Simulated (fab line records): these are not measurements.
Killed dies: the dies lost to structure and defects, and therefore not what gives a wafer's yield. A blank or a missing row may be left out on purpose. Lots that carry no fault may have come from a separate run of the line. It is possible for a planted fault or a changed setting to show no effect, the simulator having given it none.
The tool behind it: which one?    flow nand harc    Sampling: 6 lots, 18 wafers, 5 of 1159 route steps

## WHAT EACH GAUGE READ, for each wafer
NHARC_END_SORT_01.
lot   measured      on         killed at array
L631  day 22 17:18  prober-01  22 21 29

## WHICH TOOL RAN EACH LOT (tool, then ch and the chambers of the sampled wafers, then the start)
lot   NHARC_A_SLIT_ETCH_15                           NHARC_A_WL_FILL_ETCHBACK_16                    NHARC_A_WL_FILL_CVD_23            NHARC_A_WL_FILL_CMP_12
L625  rie diel-08 ch 1,2,3, day 15 18:10 or earlier  rie diel-13 ch 0,2, day 15 18:10 or earlier    lpcvd poly-02 ch 0, day 15 18:10  cmp-02 ch 0,3, day 16 03:26
L624  rie diel-05 ch 1,2,3, day 16 00:31 or earlier  rie diel-06 ch 0,1,3, day 16 00:31 or earlier  lpcvd poly-04 ch 0, day 16 00:31  cmp-04 ch 0,2,3, day 16 13:40
L631  rie diel-12 ch 0,1,2, day 19 07:38 or earlier  rie diel-06 ch 0,2,3, day 19 07:38 or earlier  lpcvd poly-02 ch 0, day 19 07:38  cmp-02 ch 2,3, day 19 20:02
L635  rie diel-08 ch 1,2, day 18 10:11 or earlier    rie diel-13 ch 1,2,3, day 18 10:11 or earlier  lpcvd poly-03 ch 0, day 18 10:11  cmp-01 ch 0,1, day 18 18:17
L638  rie diel-12 ch 0,1,2, day 20 00:11 or earlier  rie diel-09 ch 0,3, day 20 00:11 or earlier    lpcvd poly-04 ch 0, day 20 00:11  cmp-04 ch 2,3, day 20 13:05
L642  rie diel-08 ch 0,1,3, day 20 18:50 or earlier  rie diel-06 ch 1,2,3, day 20 18:50 or earlier  lpcvd poly-04 ch 0, day 20 18:50  cmp-02 ch 0,1,2, day 21 04:22
- NHARC_A_SLIT_ETCH_15: etches the open film in O2/COS, target depth 3200 nm, time 832 s.
- NHARC_A_WL_FILL_ETCHBACK_16: etches the open film in C4F8/O2/Ar, target depth 88 nm, time 17.6 s.
- NHARC_A_WL_FILL_CVD_23: deposits poly-Si, target thk 40 nm, time 800 s.
- NHARC_A_WL_FILL_CMP_12: polishes, t overpolish 30 s, target thk 75 nm.

## THE ANSWER, worked out from the rows above alone
Rule: the lots themselves supply what counts as usual. The widest of any qualifying gaps counts: lots, ordered by their means at a reading, are off when they make up no more than a third of the lots, leave a main group of 4 or more, and stand apart from it by 3 or more times the standard deviation of that group's means. Not used: any main group whose means are identical at the precision the tables above print for the reading. Also off: a lot with no number at a reading for which 4 or more lots have one. Where the step has rows for the other lots, those lots are counted as sound.
Nothing can be told from this: no lot is off at any reading shown.

## WHAT WAS PUT IN BY THE SIMULATOR
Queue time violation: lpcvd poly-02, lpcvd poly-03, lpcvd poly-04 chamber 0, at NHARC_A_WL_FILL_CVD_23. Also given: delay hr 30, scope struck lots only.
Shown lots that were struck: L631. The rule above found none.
